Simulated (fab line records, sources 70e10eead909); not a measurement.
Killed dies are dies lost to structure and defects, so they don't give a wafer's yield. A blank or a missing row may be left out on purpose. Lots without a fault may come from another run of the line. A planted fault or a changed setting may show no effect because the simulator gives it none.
A struck lot beside a sound one | flow nand_harc | 13 steps out of a route of 1302
Sound: wafers L262.2, L262.4, L262.5. Struck: wafers L269.1, L269.5. (L269.3 of the same lot was not struck and is left out.) The cause comes at the end.
At each step with rows: each side's tool, then ch and its chambers, then its first start. Under that, the readings that differ: sound wafers | struck wafers | difference of the means | sigmas: that difference in standard deviations of wafers without a fault.
alike: readings whose means differ by less than 2 such deviations, and words and numbers that are the same on both sides. not compared: withheld readings, readings that some wafer has no value for, bounds like >300 that may hide the same value, and numbers for which the record gives no deviation and whose values overlap.
The two part at a step that has a row with sigmas, a row that says differs or no value, or rows on one side only. Numbers that don't overlap but have no deviation are shown without sigmas and don't part them. A reading that every wafer of one side lacks parts them only if that side has two wafers or more.

first, 1 step without rows for these wafers: NHARC_A_SLIT_SRD_20.
NHARC_A_SLIT_CD_MEAS_21:
  sound on cd_sem-02, day 20 20:14; struck on cd_sem-02, day 23 23:46
  alike: cd_nm
then, 3 steps without rows for these wafers: NHARC_A_SIN_REMOVE_WET_00 (chemistry H3PO4, time 15300 s); NHARC_A_SIN_REMOVE_PRECLEAN_01 (cleans in SC1); NHARC_A_SIN_REMOVE_SRD_02.
NHARC_A_SIN_REMOVE_INSPECT_04:
  sound on defect_inspect-01, day 21 03:28; struck on defect_inspect-02, day 24 06:25
  alike: raw_defect_count
NHARC_A_WL_FILL_ALD_00: deposits Al2O3, target thk 3 nm, pulse time 3 s, ald cycles 30.
  sound on ald_hk-03 ch 1,2,3, day 21 03:35; struck on ald_hk-04 ch 0,3, day 24 06:29
  reading            | sound       | struck  | difference | sigmas
  heater_power_w (W) | 412 462 439 | 529 528 | +91        | +2
  alike: precursor_pulse_height_rel
NHARC_A_WL_FILL_RTA_01: time 5 s.
  sound on rtp_anneal-02 ch 0, day 21 03:49; struck on rtp_anneal-01 ch 0, day 24 06:45
  reading          | sound                | struck        | difference | sigmas
  wafer_temp_C_max | 1007.2 1008.0 1008.2 | 1004.3 1002.9 | -4.2       | -2
  alike: lamp_power_pct, lamp_zone_1_pct
NHARC_A_WL_FILL_ALD_02: deposits TiN, target thk 2 nm, pulse time 3 s, ald cycles 100.
  sound on ald_metal-01 ch 2,3, day 21 04:01; struck on ald_metal-01 ch 1,2, day 24 07:00
  alike: heater_power_w, precursor_pulse_height_rel
NHARC_A_WL_FILL_CVD_03: deposits W, target thk 40 nm, time 279 s.
  sound on cvd_w-02 ch 0, day 21 04:30; struck on cvd_w-02 ch 1, day 24 07:27
  alike: heater_power_w, throttle_valve_pct
NHARC_A_WL_FILL_ETCHBACK_04: etches the open film in NF3, target depth 60 nm, time 120 s.
  sound on rie_metal-01 ch 0,1, day 21 04:51; struck on rie_metal-02 ch 0, day 24 07:46
  reading          | sound             | struck    | difference | sigmas
  run_length_s (s) | 141.6 141.4 141.4 | 99.2 99.3 | -42.2      | -88
  alike: chamber_pressure_mTorr, drypump_motor_current_A, oes_product_au
  not compared: rf_hours_counter_h
NHARC_A_WL_FILL_ETCHBACK_05: etches the open film in Cl2/BCl3, target depth 22 nm, time 60 s.
  sound on rie_metal-01 ch 0,1, day 21 05:04; struck on rie_metal-02 ch 1, day 24 08:01
  alike: chamber_pressure_mTorr, drypump_motor_current_A, oes_product_au, run_length_s
  not compared: rf_hours_counter_h
-- the record jumps here: 4 days lie between the struck wafers' starts before and after (it left off in module A_WL_FILL and takes up again in module END, whose first step shown is number 1302 of the route) --
NHARC_END_SORT_01:
  the record has rows for the struck wafers here (prober-02 ch 0, day 28 12:04) and none for the sound ones

WHERE THEY PART
First at NHARC_A_WL_FILL_ALD_00; last, within this record, at NHARC_END_SORT_01.

WHY: what the simulator had put in
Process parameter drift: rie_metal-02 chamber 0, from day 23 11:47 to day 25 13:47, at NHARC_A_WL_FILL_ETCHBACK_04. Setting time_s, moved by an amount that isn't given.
